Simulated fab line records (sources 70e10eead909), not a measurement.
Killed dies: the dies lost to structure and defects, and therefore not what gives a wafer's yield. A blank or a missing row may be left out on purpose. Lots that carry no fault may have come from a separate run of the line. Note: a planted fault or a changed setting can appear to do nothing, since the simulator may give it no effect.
fab line records ; flow nandHarc
record: lots: 14; wafers: 42; lastDay: 33
route steps=1302 shown A_STAIRCASE@881 A_SGD_CUT@905 A_SLIT@924
lots untouched by any fault: they come from a run of this same line in which no faults occurred
startH: hours from the record's opening day to when the first of the lot's shown wafers began ; waitH: hours from the lot's prior step to this one ; " same as the row above ; L1.1+2: several wafers, shown together as one row ; - value missing, or start not given ; * or withheld: withheld ; < > ~ a bound
route shown NAME@n: names a module that has steps shown in the file, with the first one's number in the route ; usual: the fault-free wafers' mean and standard deviation ; same: alike in all rows ; chamber/n: place in a boat ; sites: readings site by site ; _std_site: how widely they spread, as a standard deviation ; _edge_site: the outer-site mean with the inner-site mean subtracted ; radiusMm: for every site, how far away it sits from the centre of the wafer ; mask NAME#n: copy n ; behind: the last tool/chamber to shape the wafer ; hold: why the lot was held/for how many hours/how that ended ; device: transistor that didn't switch, given as n, p or np ; end of line: tests run on the same wafers once the route is complete ; a step without rows: its recipe alone ; killed: not the wafer's yield, but the dies lost to structure and defects at the first sort ; map: shows each die of a wafer: x if killed, . if not, _ if none is there
set.NAME: the setting the step ran with; set.NAME@STEP: the setting that earlier step ran with ; model.NAME: the simulator's own value behind a step, which no gauge read
one table for each step of the route and one row for each wafer, over a sample of lots
services: the hour from which a tool's chamber was out of use, counted from the record's first day as startH (under 0 if before that day), plus the number of hours and why
== steps ==
step: NHARC_A_STAIRCASE_ETCHBACK_422
recipe: targetDepthA: 400; overEtchFrac: 0.3; timeS: 74.286; ionEnergyEv: 120; ch3fFlowSccm: 50; o2FlowSccm: 30; arFlowSccm: 200; rfW: 500; biasW: 100; chemistry: CH3F/O2
usual: drypumpMotorCurrentA: 5.9/0.31; oesProductAu: 0.95/0.037; rfVppV: 244.0/1.8; showerheadPlenumPTorr: 2.43/0.11; throttleValvePct: 20.664/0.0086
lot.wafer;tool;chamber;startH;waitH;drypumpMotorCurrentA;oesProductAu;rfHoursCounterH;rfVppV;showerheadPlenumPTorr;throttleValvePct
L588.4;rieDiel-03;1;439.95;0.1;5.9;0.92;34;245.1;2.60;20.655
L588.3;rieDiel-03;3;439.95;0.1;5.8;0.92;33;244.6;2.52;20.668
L588.1;rieDiel-03;0;439.95;0.1;6.0;0.92;31;243.9;2.43;20.669
L587.2;rieDiel-13;3;440.28;0.2;6.5;0.92;34;245.6;2.49;20.658
L587.4;rieDiel-13;0;440.28;0.2;5.4;0.94;30;243.8;2.39;20.665
L587.1;rieDiel-13;1;440.28;0.2;5.6;0.92;24;245.7;2.45;20.670
L589.3;rieDiel-03;1;455.76;0.1;5.9;0.91;37;246.5;2.60;20.668
L589.2;rieDiel-03;2;455.76;0.1;6.1;0.91;37;241.7;2.28;20.654
L589.4;rieDiel-03;0;455.76;0.1;6.0;0.93;34;242.9;2.43;20.671
L592.3;rieDiel-13;1;492.36;0.2;5.6;0.91;41;243.8;2.45;20.650
L592.5;rieDiel-13;3;492.36;0.2;6.6;0.92;-;243.4;2.48;20.663
L592.6;rieDiel-13;0;492.36;0.2;5.4;0.93;-;244.4;2.39;20.681
L596.4;rieDiel-03;2;507.03;0.1;6.1;0.92;58;241.0;2.27;20.664
L596.1;rieDiel-03;0;507.03;0.1;5.9;0.92;51;243.7;2.43;20.667
L596.5;rieDiel-03;1;507.03;0.1;6.0;0.93;-;246.8;2.59;20.678
L595.1;rieDiel-02;3;507.73;0.2;5.6;0.93;28;242.3;2.36;20.662
L595.2;rieDiel-02;1;507.73;0.2;6.1;0.92;39;245.0;2.60;20.669
L595.6;rieDiel-02;2;507.73;0.2;5.6;0.91;-;242.6;2.31;20.656
L597.2;rieDiel-02;0;533.38;0.2;5.6;0.93;44;242.0;2.34;20.658
L597.3;rieDiel-02;2;533.38;0.2;5.6;0.92;35;242.6;2.30;20.655
L597.6;rieDiel-02;3;533.38;0.2;5.6;0.94;-;242.2;2.36;20.666
L598.1;rieDiel-13;1;533.54;0.1;5.6;1.01;1;245.1;2.44;20.666
L598.3;rieDiel-13;2;533.54;0.1;6.3;1.01;1;242.1;2.34;20.670
L598.6;rieDiel-13;0;533.54;0.1;5.4;1.01;-;242.6;2.39;20.657
L600.2;rieDiel-03;0;555.35;0.2;6.0;1.01;12;243.8;2.42;20.669
L600.3;rieDiel-03;1;555.35;0.2;5.9;1.01;13;245.3;2.58;20.664
L600.6;rieDiel-03;2;555.35;0.2;6.1;1.01;-;246.2;2.66;20.665
L601.3;rieDiel-13;1;578.54;0.3;5.6;0.95;11;243.9;2.44;20.658
L601.4;rieDiel-13;2;578.54;0.3;6.2;0.95;22;243.4;2.33;20.674
L601.6;rieDiel-13;1;578.54;0.3;5.6;0.95;-;244.9;2.44;20.665
L604.2;rieDiel-03;1;607.94;0.1;5.9;0.93;33;246.4;2.58;20.666
L604.3;rieDiel-03;2;607.94;0.1;6.1;0.94;28;246.9;2.65;20.658
L604.6;rieDiel-03;2;607.94;0.1;6.1;0.94;-;247.3;2.65;20.649
L603.2;rieDiel-13;0;608.23;0.1;5.4;0.94;30;244.0;2.37;20.678
L603.3;rieDiel-13;1;608.23;0.1;5.6;0.93;22;244.7;2.43;20.666
L603.1;rieDiel-13;3;608.23;0.1;6.6;0.93;29;245.6;2.47;20.665
L607.1;rieDiel-02;3;639.77;0.1;5.7;0.94;22;242.3;2.35;20.659
L607.3;rieDiel-02;0;639.77;0.1;5.6;0.92;21;241.6;2.32;20.661
L607.4;rieDiel-02;2;639.77;0.1;5.6;0.93;21;242.8;2.29;20.667
L610.3;rieDiel-02;1;666.61;0.1;6.1;0.92;26;246.1;2.58;20.664
L610.4;rieDiel-02;2;666.61;0.1;5.6;0.90;25;242.2;2.29;20.653
L610.2;rieDiel-02;0;666.61;0.1;5.6;0.92;27;242.2;2.32;20.668
step: NHARC_A_SGD_CUT_ETCH_58
recipe: targetDepthA: 390; overEtchFrac: 0.3; timeS: 65; ionEnergyEv: 80; cf4FlowSccm: 150; arFlowSccm: 0; rfW: 300; biasW: 100; chemistry: CF4
usual: biasW: 100.03/0.3; cf4FlowSccm: 150.0/0.47; drypumpMotorCurrentA: 5.7/0.33; oesProductAu: 1.002/0.015; rfVppV: 150.9/1.1; showerheadPlenumPTorr: 1.75/0.061; throttleValvePct: 13.284/0.0088
lot.wafer;tool;chamber;startH;waitH;biasW;cf4FlowSccm;drypumpMotorCurrentA;oesProductAu;rfHoursCounterH;rfVppV;showerheadPlenumPTorr;throttleValvePct
L588.4;rieDiel-07;2;442.22;0.1;99.73;149.7;5.8;1.020;10;149.4;1.71;13.277
L588.3;rieDiel-07;0;442.22;0.1;100.19;150.2;5.0;1.016;11;150.8;1.85;13.285
L588.1;rieDiel-07;1;442.22;0.1;100.02;149.1;5.3;0.993;11;149.2;1.76;13.274
L587.4;rieDiel-05;0;442.58;0.1;99.44;150.2;6.0;0.993;1;152.0;1.76;13.284
L587.2;rieDiel-05;1;442.58;0.1;99.90;150.0;6.0;0.985;1;150.3;1.75;13.293
L587.1;rieDiel-05;3;442.58;0.1;99.63;150.2;5.5;0.986;1;149.0;1.65;13.287
L589.2;rieDiel-04;3;457.96;0.1;99.97;150.2;6.4;1.019;6;151.7;1.75;13.285
L589.3;rieDiel-04;0;457.96;0.1;100.46;149.7;5.6;0.996;6;151.2;1.69;13.292
L589.4;rieDiel-04;3;457.96;0.1;99.78;149.4;6.4;1.010;-;149.7;1.75;13.291
L592.3;rieDiel-07;3;494.87;0.1;99.76;149.5;5.8;1.015;0;149.7;1.66;13.274
L592.5;rieDiel-07;0;494.87;0.1;100.01;150.1;5.1;1.010;-;151.8;1.85;13.289
L592.6;rieDiel-07;1;494.87;0.1;99.81;149.8;5.3;1.001;-;152.0;1.76;13.293
L596.4;rieDiel-04;2;509.34;0.1;99.74;149.7;6.0;0.983;11;150.1;1.77;13.282
L596.1;rieDiel-04;1;509.34;0.1;100.13;150.2;5.7;1.001;9;153.0;1.83;13.285
L596.5;rieDiel-04;3;509.34;0.1;100.23;150.0;6.4;1.017;-;151.4;1.75;13.273
L595.2;rieDiel-05;1;510.05;0.1;100.54;150.4;6.0;0.991;5;151.2;1.75;13.285
L595.1;rieDiel-05;2;510.05;0.1;99.79;148.9;5.6;1.001;5;150.3;1.83;13.303
L595.6;rieDiel-05;2;510.05;0.1;100.12;150.0;5.6;0.993;-;152.4;1.83;13.274
L597.2;rieDiel-05;0;535.76;0.1;100.14;150.2;6.0;0.986;5;149.9;1.75;13.297
L597.3;rieDiel-05;1;535.76;0.1;100.39;149.8;6.0;0.990;6;150.5;1.75;13.272
L597.6;rieDiel-05;1;535.76;0.1;100.44;150.2;6.0;0.993;-;149.3;1.75;13.274
L598.3;rieDiel-05;0;536.09;0.2;99.88;149.8;6.0;0.983;6;150.4;1.75;13.279
L598.1;rieDiel-05;1;536.09;0.2;99.76;150.5;5.9;0.989;7;150.9;1.75;13.275
L598.6;rieDiel-05;3;536.09;0.2;100.28;149.9;5.5;0.994;-;150.4;1.65;13.287
L600.3;rieDiel-07;0;558.05;0.1;100.28;150.0;5.0;1.027;4;150.9;1.85;13.293
L600.2;rieDiel-07;2;558.05;0.1;100.34;151.1;5.7;1.034;5;149.9;1.71;13.280
L600.6;rieDiel-07;1;558.05;0.1;99.95;149.9;5.3;0.997;-;151.0;1.76;13.285
L601.3;rieDiel-05;1;581.01;0.1;-;-;-;-;-;-;-;-
L601.4;rieDiel-05;2;581.01;0.1;-;-;-;-;-;-;-;-
L601.6;rieDiel-05;3;581.01;0.1;-;-;-;-;-;-;-;-
L604.3;rieDiel-05;0;610.33;0.1;-;-;-;-;-;-;-;-
L604.2;rieDiel-05;1;610.33;0.1;-;-;-;-;-;-;-;-
L604.6;rieDiel-05;0;610.33;0.1;-;-;-;-;-;-;-;-
L603.1;rieDiel-04;3;610.57;0.1;100.12;149.0;6.4;1.014;4;151.7;1.75;13.281
L603.2;rieDiel-04;0;610.57;0.1;100.18;150.7;5.6;0.996;4;150.1;1.69;13.292
L603.3;rieDiel-04;1;610.57;0.1;100.28;150.7;5.7;0.998;4;151.9;1.83;13.281
L607.1;rieDiel-07;1;642.17;0.1;99.56;150.5;5.3;0.988;13;149.6;1.75;13.300
L607.3;rieDiel-07;3;642.17;0.1;100.35;149.6;5.8;1.021;13;151.1;1.66;13.283
L607.4;rieDiel-07;0;642.17;0.1;99.75;149.5;5.0;1.020;13;153.2;1.85;13.272
L610.4;rieDiel-04;2;668.93;0.1;100.60;149.7;5.9;0.997;7;152.4;1.77;13.291
L610.2;rieDiel-04;3;668.93;0.1;99.79;148.9;6.4;1.030;7;150.9;1.75;13.288
L610.3;rieDiel-04;0;668.93;0.1;99.76;149.7;5.6;1.004;7;150.5;1.69;13.293
step: NHARC_A_SGD_CUT_ETCH_16
recipe: targetDepthA: 3105; timeS: 155.2; c4f8FlowSccm: withheld; o2FlowSccm: 8; arFlowSccm: withheld; rfW: 600; biasW: 800; chemistry: C4F8/O2/Ar
usual: biasW: 799.8/2.6; chamberPressureMTorr: 24.999/0.023; oesProductAu: 0.974/0.018; rfVppV: 722/3.7
lot.wafer;tool;chamber;startH;waitH;biasW;chamberPressureMTorr;oesProductAu;rfHoursCounterH;rfVppV
L588.1;rieDiel-07;3;-;-;801.3;25.009;1.003;11;715
L588.3;rieDiel-07;0;-;-;802.1;24.988;0.989;11;729
L588.4;rieDiel-07;1;-;-;795.8;24.985;0.959;11;723
L587.2;rieDiel-05;0;-;-;799.1;24.995;0.957;1;723
L587.4;rieDiel-05;2;-;-;800.5;25.000;0.947;1;728
L587.1;rieDiel-05;3;-;-;802.2;24.992;0.933;1;717
L589.2;rieDiel-04;0;-;-;802.7;24.983;0.956;6;719
L589.3;rieDiel-04;2;-;-;799.3;25.002;0.967;7;722
L589.4;rieDiel-04;0;-;-;801.9;24.992;0.964;-;718
L592.3;rieDiel-07;2;-;-;807.8;25.002;1.008;1;718
L592.6;rieDiel-07;2;-;-;799.7;25.012;1.015;-;722
L592.5;rieDiel-07;3;-;-;798.2;24.936;0.981;-;719
L596.4;rieDiel-04;0;-;-;798.9;24.991;0.963;10;719
L596.1;rieDiel-04;1;-;-;801.8;24.990;0.990;9;728
L596.5;rieDiel-04;1;-;-;802.5;24.981;0.973;-;727
L595.1;rieDiel-05;1;-;-;798.9;24.989;0.974;5;722
L595.2;rieDiel-05;2;-;-;796.9;24.986;0.967;5;728
L595.6;rieDiel-05;2;-;-;795.8;24.980;0.971;-;726
L597.3;rieDiel-05;1;-;-;798.3;25.001;0.970;7;723
L597.2;rieDiel-05;3;-;-;799.3;24.991;0.989;5;717
L597.6;rieDiel-05;1;-;-;802.4;25.029;0.976;-;721
L598.1;rieDiel-05;0;-;-;798.2;25.005;0.951;6;723
L598.3;rieDiel-05;1;-;-;800.5;25.031;0.977;7;723
L598.6;rieDiel-05;3;-;-;797.9;24.987;0.960;-;716
L600.3;rieDiel-07;1;-;-;801.5;25.005;0.975;6;724
L600.2;rieDiel-07;2;-;-;797.3;25.024;1.008;6;718
L600.6;rieDiel-07;2;-;-;800.5;25.013;0.999;-;720
L601.4;rieDiel-05;2;-;-;801.7;24.979;0.973;9;725
L601.3;rieDiel-05;0;-;-;799.8;24.966;0.971;8;723
L601.6;rieDiel-05;2;-;-;801.2;24.975;0.979;-;727
L604.2;rieDiel-05;3;-;-;800.9;24.984;0.989;1;717
L604.3;rieDiel-05;1;-;-;798.8;24.972;0.955;1;721
L604.6;rieDiel-05;0;-;-;798.1;25.002;0.985;-;723
L603.1;rieDiel-04;0;-;-;801.0;24.978;0.967;4;718
L603.3;rieDiel-04;1;-;-;799.0;25.020;0.976;4;727
L603.2;rieDiel-04;3;-;-;800.0;25.011;0.998;4;723
L607.4;rieDiel-07;3;-;-;799.2;25.028;0.971;13;717
L607.3;rieDiel-07;0;-;-;801.1;25.039;0.977;13;727
L607.1;rieDiel-07;1;-;-;799.0;25.001;0.972;14;722
L610.4;rieDiel-04;3;-;-;803.2;25.000;0.987;7;723
L610.2;rieDiel-04;0;-;-;801.8;24.977;0.984;7;718
L610.3;rieDiel-04;2;-;-;797.6;24.992;0.968;7;724
step: NHARC_A_SLIT_DEP_23
recipe: targetThkA: 1000; targetThkNm: 100; tempC: 400; pressureTorr: 3.5; flowSccm: 200; rfW: 350; material: SiON
usual: heaterPowerW: 769/97
lot.wafer;tool;chamber;startH;waitH;heaterPowerW
L587.2;pecvd-01;1;453.94;2.5;636
L587.1;pecvd-01;2;453.94;2.5;817
L587.4;pecvd-01;0;453.94;2.5;742
L588.3;pecvd-02;0;455.04;1.9;846
L588.1;pecvd-02;1;455.04;1.9;694
L588.4;pecvd-02;1;455.04;1.9;701
L589.3;pecvd-01;0;468.82;1.9;727
L589.2;pecvd-01;2;468.82;1.9;886
L589.4;pecvd-01;2;468.82;1.9;896
L592.3;pecvd-04;0;506.97;2.1;956
L592.6;pecvd-04;0;506.97;2.1;973
L592.5;pecvd-04;1;506.97;2.1;840
L596.1;pecvd-02;2;522.94;3.1;840
L596.5;pecvd-02;2;522.94;3.1;857
L596.4;pecvd-02;1;522.94;3.1;654
L595.1;pecvd-01;0;525.76;3.2;711
L595.2;pecvd-01;1;525.76;3.2;677
L595.6;pecvd-01;1;525.76;3.2;658
L598.3;pecvd-02;0;548.30;1.9;807
L598.1;pecvd-02;1;548.30;1.9;654
L598.6;pecvd-02;0;548.30;1.9;806
L597.3;pecvd-02;0;549.09;1.9;786
L597.2;pecvd-02;2;549.09;1.9;850
L597.6;pecvd-02;2;549.09;1.9;832
L600.3;pecvd-01;0;573.56;1.9;649
L600.2;pecvd-01;1;573.56;1.9;675
L600.6;pecvd-01;1;573.56;1.9;552
L603.3;pecvd-04;1;621.35;1.9;859
L603.1;pecvd-04;2;621.35;1.9;688
L603.2;pecvd-04;0;621.35;1.9;897
L607.3;pecvd-04;0;655.75;1.9;974
L607.1;pecvd-04;1;655.75;1.9;714
L607.4;pecvd-04;0;655.75;1.9;1006
L610.3;pecvd-02;0;681.63;1.9;923
L610.2;pecvd-02;1;681.63;1.9;771
L610.4;pecvd-02;2;681.63;1.9;783
== services ==
tool;chamber;startH;hours;kind
rieDiel-13;1;427.60;7.2;repair
rieDiel-03;-;439.30;0.3;repair
rieDiel-04;1;446.90;18.0;repair
rieDiel-13;0;465.15;9.5;repair
rieDiel-07;-;471.41;9.0;pm
pecvd-02;1;488.18;8.6;repair
rieDiel-07;0;495.10;5.3;repair
rieDiel-05;3;508.87;6.4;repair
rieDiel-07;-;514.60;0.6;repair
rieDiel-03;-;515.03;9.0;pm
rieDiel-04;0;515.16;2.3;repair
rieDiel-13;-;519.98;9.0;pm
rieDiel-05;0;524.36;6.7;repair
rieDiel-04;-;531.90;9.0;pm
rieDiel-13;1;560.85;12.8;repair
rieDiel-04;-;562.52;0.2;repair
rieDiel-05;2;570.26;6.1;repair
rieDiel-05;-;583.73;9.0;pm
pecvd-02;-;589.18;13.0;pm
rieDiel-07;2;610.49;10.9;repair
rieDiel-13;0;610.55;8.2;repair
rieDiel-04;2;634.84;13.5;repair
rieDiel-07;-;648.41;9.0;pm
rieDiel-05;3;649.22;3.5;repair
== key ==
firstSign: step: NHARC_A_SGD_CUT_ETCH_58; reading: toolRecord; direction: missing
effect none on later readings
metAt NHARC_A_SGD_CUT_ETCH_58
struckLots L601,L604
laterRowsLeftOut L601.3,L601.4,L601.6,L604.2,L604.3,L604.6
sortLeftOut L601.3,L601.4,L601.6,L604.2,L604.3,L604.6
testerLeftOut L601,L604
notActingAt NHARC_A_STAIRCASE_ETCHBACK_422,NHARC_A_SGD_CUT_ETCH_16,NHARC_A_SLIT_DEP_23
onsetBetween 536.09 581.01
fault: kind: skippedStepWhole; tool: rieDiel-05; chamber: -; onsetH: 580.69; steps: NHARC_A_SGD_CUT_ETCH_58; scope: struckLotsOnly
testerLeftOut: of these lots the tester's yield and bins aren't shown, on N5 and GAA mostly nor the transistor test; their killed dies are dies lost to structure and defects alone, not to doping, threshold or leakage, so they don't give the yield
sortLeftOut: the simulated sort isn't trusted on such a fault, so these wafers' sort isn't shown, and their yield isn't known
laterRowsLeftOut: the simulator's readings of these wafers behind a module that went badly wrong aren't trusted and aren't shown, but for the sort
